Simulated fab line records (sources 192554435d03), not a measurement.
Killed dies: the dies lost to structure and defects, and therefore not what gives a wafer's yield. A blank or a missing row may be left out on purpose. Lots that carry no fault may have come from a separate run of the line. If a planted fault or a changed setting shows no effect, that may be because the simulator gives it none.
Chamber matching	flow n5Finfet	N5_FIN_SAQP_FIN_ETCH_36 on rieSi-05 has 4 sister chambers
The step etches the open film in HBr/Cl2/O2, target depth 120 nm, time 50.4 s. 22 wafers are shown with their chamber, then 11 later ones without.

EACH WAFER AND ITS CHAMBER
wafer	chamber	throttleValvePct (%)	drypumpMotorCurrentA (A)	heBacksideLeakSccm (sccm)
L078.1	2	36.10	5.5	3.0
L078.3	3	35.84	5.2	3.3
L078.6	0	36.48	6.1	2.3
L079.3	3	35.81	5.2	3.4
L079.4	0	36.46	6.2	2.3
L079.6	1	36.06	5.9	2.8
L081.1	0	36.45	6.2	2.3
L081.3	1	36.06	5.9	2.8
L081.5	2	36.09	5.5	3.0
L082.1	1	36.04	5.9	2.9
L082.2	3	35.82	5.2	3.5
L082.3	2	36.10	5.5	3.0
L083.2	1	36.06	5.9	2.9
L083.3	3	35.82	5.3	3.2
L083.5	1	36.05	5.9	2.9
L085.3	1	36.06	5.9	2.8
L085.4	0	36.49	6.2	2.5
L085.6	1	36.07	5.9	2.8
L086.1	3	35.83	5.2	3.2
L086.4	0	36.46	6.1	2.3
L086.5	1	36.06	5.9	2.9
L088.3	0	36.46	6.1	2.4

SIGNATURES (means of the wafers above)
reading	chamber 0	chamber 1	chamber 2	chamber 3	scatter within a chamber
throttleValvePct	36.4667	36.0575	36.0967	35.8240	0.0112
drypumpMotorCurrentA	6.150	5.900	5.500	5.220	0.0357
heBacksideLeakSccm	2.350	2.850	3.000	3.320	0.0827
Rule: distance of a wafer from a chamber = root of the sum over the readings of ((wafer's reading minus chamber's mean) / reading's scatter) squared. The wafer belongs to the nearest chamber; if the next one is less than 2 further off, it can't be placed. The scatter: the root of (the sum of the squares of (reading less its chamber's mean) over the shown wafers, divided by (wafers less chambers)).

WAFERS MISSING THEIR CHAMBER
wafer	throttleValvePct (%)	drypumpMotorCurrentA (A)	heBacksideLeakSccm (sccm)
L088.4	35.80	5.2	3.2
L088.6	36.07	5.5	3.0
L090.2	36.11	5.5	3.0
L090.4	36.48	6.1	2.3
L090.6	36.05	5.9	2.8
L093.1	36.49	6.2	2.3
L093.2	35.84	5.2	3.3
L093.5	36.05	5.9	3.0
L095.1	36.04	5.9	2.9
L095.3	35.82	5.2	3.3
L095.5	36.48	6.2	2.3

WHICH CHAMBER EACH WENT THROUGH
wafer	from the rows above	in truth
L088.4	3	3
L088.6	2	2
L090.2	2	2
L090.4	0	0
L090.6	1	1
L093.1	0	0
L093.2	3	3
L093.5	1	1
L095.1	1	1
L095.3	3	3
L095.5	0	0
Correct placement for 11 of the 11. Can't be placed from these rows: 0. Number placed wrongly: 0.
